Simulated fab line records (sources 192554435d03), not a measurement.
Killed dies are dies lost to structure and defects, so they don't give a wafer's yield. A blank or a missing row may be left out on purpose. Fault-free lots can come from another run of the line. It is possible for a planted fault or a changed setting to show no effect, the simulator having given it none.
Matching of chambers | flow n5Finfet | N5_DUMMY_GATE_STRIP_41 on rieDiel-03: 4 sister chambers
The step strips in O2. 22 wafers are shown with their chamber, then 11 later ones without.

== WAFERS WITH THEIR CHAMBER ==
wafer  | chamber | drypumpMotorCurrentA (A) | throttleValvePct (%) | oesProductAu (a.u.)
L074.1 | 1       | 6.4                      | 16.78                | 0.69
L074.2 | 0       | 5.9                      | 16.55                | 0.75
L074.5 | 0       | 5.9                      | 16.54                | 0.76
L077.3 | 0       | 5.9                      | 16.56                | 0.74
L077.4 | 3       | 5.9                      | 16.97                | 0.71
L077.5 | 2       | 5.6                      | 16.94                | 0.82
L079.2 | 3       | 5.9                      | 16.97                | 0.71
L079.3 | 2       | 5.6                      | 16.93                | 0.82
L079.4 | 0       | 5.9                      | 16.57                | 0.74
L081.1 | 3       | 5.9                      | 16.98                | 0.69
L081.3 | 2       | 5.6                      | 16.94                | 0.81
L081.6 | 2       | 5.6                      | 16.94                | 0.81
L082.1 | 1       | 6.5                      | 16.81                | 0.70
L082.3 | 3       | 5.9                      | 16.98                | 0.70
L082.4 | 0       | 5.9                      | 16.60                | 0.75
L084.3 | 0       | 5.9                      | 16.59                | 0.73
L084.5 | 2       | 5.6                      | 16.94                | 0.80
L084.6 | 1       | 6.4                      | 16.81                | 0.69
L088.1 | 0       | 5.9                      | 16.59                | 0.73
L088.2 | 2       | 5.6                      | 16.96                | 0.80
L088.5 | 0       | 5.9                      | 16.60                | 0.73
L089.2 | 2       | 5.6                      | 16.96                | 0.79

SIGNATURES, as means of the wafers listed above
reading              | chamber 0 | chamber 1 | chamber 2 | chamber 3 | scatter within a chamber
drypumpMotorCurrentA | 5.900     | 6.433     | 5.600     | 5.900     | 0.0192
throttleValvePct     | 16.5750   | 16.8000   | 16.9443   | 16.9750   | 0.0171
oesProductAu         | 0.7412    | 0.6933    | 0.8071    | 0.7025    | 0.0105
Rule: a wafer's distance from a chamber is the root of the sum, over the readings, of the square of ((its reading less the chamber's mean) divided by the reading's scatter). If the next closest chamber is less than 2 further off than the closest, the wafer can't be placed; otherwise it belongs to the closest. The scatter: the root of (the sum of the squares of (reading less its chamber's mean) over the shown wafers, divided by (wafers less chambers)).

== WAFERS WHOSE CHAMBER IS MISSING ==
wafer  | drypumpMotorCurrentA (A) | throttleValvePct (%) | oesProductAu (a.u.)
L089.5 | 5.9                      | 17.01                | 0.70
L089.6 | 5.9                      | 16.63                | 0.72
L091.1 | 5.7                      | 16.97                | 0.79
L091.3 | 5.9                      | 17.03                | 0.69
L091.6 | 5.7                      | 16.97                | 0.79
L093.1 | 5.9                      | 16.60                | 0.71
L093.4 | 5.9                      | 17.04                | 0.69
L093.5 | 5.6                      | 17.00                | 0.78
L094.2 | 5.8                      | 17.04                | 0.69
L094.3 | 5.9                      | 16.62                | 0.73
L094.4 | 5.7                      | 16.99                | 0.78

== WHICH CHAMBER EACH WENT THROUGH ==
wafer  | from the rows above | in truth
L089.5 | 3                   | 3
L089.6 | 0                   | 0
L091.1 | 2                   | 2
L091.3 | 3                   | 3
L091.6 | 2                   | 2
L093.1 | 0                   | 0
L093.4 | 3                   | 3
L093.5 | 2                   | 2
L094.2 | 3                   | 3
L094.3 | 0                   | 0
L094.4 | 2                   | 2
Correctly placed: 11 of 11. Left unplaced by these rows: 0. Wrongly placed: 0.
